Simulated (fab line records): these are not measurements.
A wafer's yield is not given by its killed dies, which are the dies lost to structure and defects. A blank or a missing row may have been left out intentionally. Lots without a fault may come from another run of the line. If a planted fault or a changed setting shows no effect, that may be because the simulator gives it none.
Matching of chambers + flow n5_finfet + pecvd-03 running N5_BEOL_M11_PECVD_70: 3 sister chambers
The step deposits SiO2 from TEOS/O2, target thk 20 nm, time 22.7 s. 6 wafers are shown with their chamber, then 9 later ones without.

## EACH WAFER AND ITS CHAMBER
| wafer  | chamber | throttle_valve_pct (%) | showerhead_plenum_p_Torr (Torr) |
|--------|---------|------------------------|---------------------------------|
| L082.2 | 1       | 24.6                   | 8.75                            |
| L082.4 | 1       | 24.5                   | 8.77                            |
| L086.4 | 2       | 21.9                   | 8.76                            |
| L085.2 | 0       | 23.8                   | 8.69                            |
| L085.4 | 2       | 22.0                   | 8.77                            |
| L085.5 | 0       | 23.8                   | 8.70                            |

## WAFERS WITH NO CHAMBER GIVEN
| wafer  | throttle_valve_pct (%) | showerhead_plenum_p_Torr (Torr) |
|--------|------------------------|---------------------------------|
| L091.1 | 23.5                   | 8.68                            |
| L091.3 | 24.8                   | 8.77                            |
| L091.6 | 23.6                   | 8.71                            |
| L093.2 | 22.1                   | 8.80                            |
| L093.3 | 24.5                   | 8.76                            |
| L093.6 | 23.5                   | 8.69                            |
| L094.1 | 23.4                   | 8.68                            |
| L094.4 | 24.6                   | 8.75                            |
| L094.5 | 23.6                   | 8.72                            |

## WHICH CHAMBER EACH WENT THROUGH
| wafer  | from the rows above | in truth |
|--------|---------------------|----------|
| L091.1 | 0                   | 0        |
| L091.3 | 1                   | 1        |
| L091.6 | 0                   | 0        |
| L093.2 | 2                   | 2        |
| L093.3 | 1                   | 1        |
| L093.6 | 0                   | 0        |
| L094.1 | 0                   | 0        |
| L094.4 | 1                   | 1        |
| L094.5 | 0                   | 0        |
9 of 9 placed correctly. Not placeable from these rows: 0. Wrongly placed: 0.
How it was worked out, from the rows above alone: a wafer's distance from a chamber is the root of the sum, over the readings, of the square of ((its reading less the chamber's mean) divided by the reading's scatter). The wafer belongs to the nearest chamber; if the next one is less than 2 further off, it can't be placed. A chamber's mean is the mean of its shown wafers. The scatter is the square root of a quotient: the sum, over the shown wafers, of each reading's squared deviation from its chamber's mean, divided by wafers minus chambers.
